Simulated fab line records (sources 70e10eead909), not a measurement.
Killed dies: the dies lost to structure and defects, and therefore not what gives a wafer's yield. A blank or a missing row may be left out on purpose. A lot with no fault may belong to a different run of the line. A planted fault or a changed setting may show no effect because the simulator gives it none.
Which tool did it? ; flow nand harc ; Sampling: 13 lots, 39 wafers, 5 of 1159 route steps

WHAT THE GAUGES SHOWED, per wafer
NHARC_A_M1_CD_MEAS_16. Usual: 120.1 nm for cd nm, sd 0.83.
lot;measured;on;cd nm (nm);flag
L884;day 17 21:31;cd sem-01;121.0 120.6 120.6;
L886;day 18 03:53;cd sem-03;120.5 121.6 120.1;
L888;day 18 04:23;cd sem-01;119.4 120.4 120.1;
L887;day 18 08:53;cd sem-01;119.9 121.6 120.5;
L890;day 19 02:46;cd sem-01;119.5 120.1 119.8;
L892;day 19 12:45;cd sem-01;120.3 120.2 119.4;
L893;day 20 06:41;cd sem-03;120.2 120.3 120.5;
L895;day 20 22:04;cd sem-02;120.8 118.5 120.3;
L894;day 20 23:18;cd sem-02;120.8 119.3 119.1;
L898;day 21 12:26;cd sem-01;118.4 118.8 119.4;
L897;day 21 21:40;cd sem-02;119.9 119.2 120.3;
L900;day 22 08:08;cd sem-03;119.7 118.7 120.0;
L903;day 22 12:33;cd sem-02;120.5 120.4 119.6;

NHARC_END_SORT_01. Usual: defect limited yield 95.7 %, standard deviation 1.4; killed at array 25, standard deviation 9.2; killed at other 0.9, standard deviation 1.3; killed at periphery 3.3, standard deviation 2.3; killed dies 29, standard deviation 9.6; killed open 3.2, standard deviation 1.8; killed short 2, standard deviation 1.4; sort_bin_2_pct 1.3 %, standard deviation 0.65; sort_bin_3_pct 0.25 %, standard deviation 0.21; sort_bin_4_pct 2.8 %, standard deviation 0.9; sort n pass 648, standard deviation 9.6; sort rim yield pct 94 %, standard deviation 3; sort yield pct 95.7 %, standard deviation 1.4.
lot;measured;on;defect limited yield (%);killed at array;killed at other;killed at periphery;killed dies;killed open;killed short;sort_bin_2_pct (%);sort_bin_3_pct (%);sort_bin_4_pct (%);sort n pass;sort rim yield pct (%);sort yield pct (%);flag
L895;day 22 17:40;prober-02;94.8 95.6 94.4;31 27 34;0 0 0;4 3 4;35 30 38;2 2 3;3 1 2;1.5 1.5 2.2;0.30 0.30 0.30;3.4 2.7 3.1;642 647 639;97 92 91;94.8 95.6 94.4;
L903;day 24 00:30;prober-02;95.6 0.1 95.6;30 25 27;0 650 1;0 1 2;30 676 30;2 4 2;0 4 4;0.6 97.0 1.2;0.44 0.30 0.59;3.4 2.5 2.7;647 1 647;89 0 94;95.6 0.1 95.6;OFF

WHICH TOOL RAN EACH LOT (tool, then ch and the chambers of the sampled wafers, then the start)
lot;NHARC_A_M0_PRE_CLEAN_31;NHARC_A_M1_PVD_21;NHARC_THIN_TSV_ECD_20
L884;pecvd-02 ch 0,1,2, day 17 19:38;pvd sputter-02, day 18 23:05 or earlier;ecd cu-02 ch 0,1, day 18 23:05
L886;pecvd-01 ch 0,2, day 18 02:07;pvd sputter-03, day 19 05:35 or earlier;ecd cu-01 ch 0,1, day 19 05:35
L888;pecvd-04 ch 0,1,2, day 18 02:23;pvd sputter-01, day 19 04:24 or earlier;ecd cu-01 ch 0,1, day 19 04:24
L887;pecvd-02 ch 0,1,2, day 18 07:11;pvd sputter-02, day 19 06:43 or earlier;ecd cu-02 ch 0,1, day 19 06:43
L890;pecvd-02 ch 0,2, day 19 00:56;pvd sputter-02, day 20 02:47 or earlier;ecd cu-01 ch 0,1, day 20 02:47
L892;pecvd-02 ch 0,1, day 19 10:56;pvd sputter-03, day 20 09:19 or earlier;ecd cu-01 ch 0,1, day 20 09:19
L893;pecvd-02 ch 1,2, day 20 04:46;pvd sputter-02, day 21 05:50 or earlier;ecd cu-01 ch 0,1, day 21 05:50
L895;pecvd-02 ch 0,1,2, day 20 20:18;pvd sputter-01, day 21 23:25 or earlier;ecd cu-01 ch 0,1, day 21 23:25
L894;pecvd-02 ch 0,1, day 20 21:30;pvd sputter-02, day 21 22:10 or earlier;ecd cu-02 ch 0,1, day 21 22:10
L898;pecvd-01 ch 0,2, day 21 10:38;pvd sputter-03, day 22 14:03 or earlier;ecd cu-02 ch 0,1, day 22 14:03
L897;pecvd-02 ch 0,2, day 21 19:50;pvd sputter-03, day 23 02:20 or earlier;ecd cu-02 ch 0,1, day 23 02:20
L900;pecvd-01 ch 0,1,2, day 22 06:20;pvd sputter-03, day 23 10:25 or earlier;ecd cu-01 ch 0,1, day 23 10:25
L903;pecvd-01 ch 0,2, day 22 10:52;pvd sputter-03, day 23 14:44 or earlier;ecd cu-01 ch 0,1, day 23 14:44
- NHARC_A_M0_PRE_CLEAN_31: time 12 s.
- NHARC_A_M1_PVD_21: deposits Cu, target thk 30 nm, time 20.49 s.
- NHARC_THIN_TSV_ECD_20: material Cu, target thk 2000 nm.

WHAT THE TOOLS THEMSELVES READ (means of the sampled wafers that have a number; where no wafer has one, the mark that the record gives instead)
NHARC_A_M0_PRE_CLEAN_31. Usual: 682 W for heater power w, sd 95.
lot;tool;heater power w (W);flag
L884;pecvd-02;689;
L886;pecvd-01;643;
L888;pecvd-04;570;
L887;pecvd-02;741;
L890;pecvd-02;740;
L892;pecvd-02;790;
L893;pecvd-02;684;
L895;pecvd-02;724;
L894;pecvd-02;729;
L898;pecvd-01;638;
L897;pecvd-02;803;
L900;pecvd-01;657;
L903;pecvd-01;614;

NHARC_A_M1_PVD_21. Usual: 30.4 % for throttle valve pct, sd 0.84.
lot;tool;throttle valve pct (%);flag
L884;pvd sputter-02;30.2;
L886;pvd sputter-03;30.1;
L888;pvd sputter-01;29.4;
L887;pvd sputter-02;30.5;
L890;pvd sputter-02;29.8;
L892;pvd sputter-03;30.4;
L893;pvd sputter-02;30.0;
L895;pvd sputter-01;31.0;
L894;pvd sputter-02;30.0;
L898;pvd sputter-03;30.6;
L897;pvd sputter-03;30.4;
L900;pvd sputter-03;30.1;
L903;pvd sputter-03;30.2;

THE ANSWER, worked out from the rows above alone
Rule: a lot is off if the mean of its wafers that have a number lies more than 3 standard deviations from the usual mean. Also off: a lot with no number at a reading for which 4 or more lots have one. Any other lot the step has rows for is counted as sound. First the gauges in route order, then the tools' own readings, where a lot's mean is used as printed above. The first step at which some lot is off is used, and at that step the reading that is off furthest; a lot without a number counts as furthest.
Off at NHARC_END_SORT_01 (killed at other): L903. Neither off nor sound, because the step has no rows for them: L884, L886, L888, L887, L890, L892, L893, L894, L898, L897, L900.
If a tool, at a process step before that reading, ran all the lots that are off and no sound lot after the first of them, it fits. Those tools and the gauges at NHARC_END_SORT_01 are tried in the same way. Because NHARC_A_M1_PVD_21 lacks a start for some lots, the hours and order of its lots are taken from NHARC_THIN_TSV_ECD_20. Can't be told from this: 4 tools fit, pecvd-01 at NHARC_A_M0_PRE_CLEAN_31, pvd sputter-03 at NHARC_A_M1_PVD_21, ecd cu-01 at NHARC_THIN_TSV_ECD_20, prober-02 at NHARC_END_SORT_01.

WHAT WAS PUT IN BY THE SIMULATOR
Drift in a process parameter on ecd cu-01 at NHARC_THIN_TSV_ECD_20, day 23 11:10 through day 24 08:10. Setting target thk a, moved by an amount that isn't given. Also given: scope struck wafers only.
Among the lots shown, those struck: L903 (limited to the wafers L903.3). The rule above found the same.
